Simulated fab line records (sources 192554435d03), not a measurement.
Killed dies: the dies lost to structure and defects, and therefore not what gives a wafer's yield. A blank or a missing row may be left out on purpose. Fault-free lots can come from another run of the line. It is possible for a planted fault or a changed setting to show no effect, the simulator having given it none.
Chamber matching	flow n5-finfet	4 sister chambers for N5_BEOL_M8_ETCH_65 on rie-diel-03
The step etches SiARC in CF4, target depth 15.6 nm, time 26 s. 8 wafers are shown with their chamber, then 12 later ones without.

## WAFERS PAIRED WITH THEIR CHAMBERS
wafer	chamber	drypump-motor-current-A (A)	showerhead-plenum-p-Torr (Torr)
L081.3	1	5.9	2.21
L083.6	2	5.6	2.04
L084.5	0	4.9	2.10
L088.3	1	6.0	2.20
L088.5	2	5.6	2.03
L091.3	3	6.1	2.26
L091.4	3	6.1	2.26
L091.5	0	4.9	2.10

## WAFERS MISSING THEIR CHAMBER
wafer	drypump-motor-current-A (A)	showerhead-plenum-p-Torr (Torr)
L092.1	6.1	2.26
L092.3	5.9	2.20
L092.6	5.6	2.03
L093.3	4.9	2.10
L093.5	4.9	2.10
L093.6	6.1	2.26
L095.1	5.9	2.20
L095.2	6.1	2.25
L095.3	4.9	2.09
L095.4	5.6	2.03
L095.5	6.1	2.25
L095.6	5.6	2.03

## WHICH CHAMBER EACH ONE RAN IN
wafer	from the rows above	in truth
L092.1	3	3
L092.3	1	1
L092.6	2	2
L093.3	0	0
L093.5	0	0
L093.6	3	3
L095.1	1	1
L095.2	3	3
L095.3	0	0
L095.4	2	2
L095.5	3	3
L095.6	2	2
Placed correctly: 12 of 12. Can't be placed from these rows: 0. 0 placed wrongly.
How it was worked out, from the rows above alone: a wafer's distance from a chamber is the root of the sum, over the readings, of the square of ((its reading less the chamber's mean) divided by the reading's scatter). If the next closest chamber is less than 2 further off than the closest, the wafer can't be placed; otherwise it belongs to the closest. Each chamber's mean is taken over the wafers shown for it. The scatter: take each reading less its chamber's mean, square it, sum over the shown wafers, divide by the number of wafers less the number of chambers, and take the root.
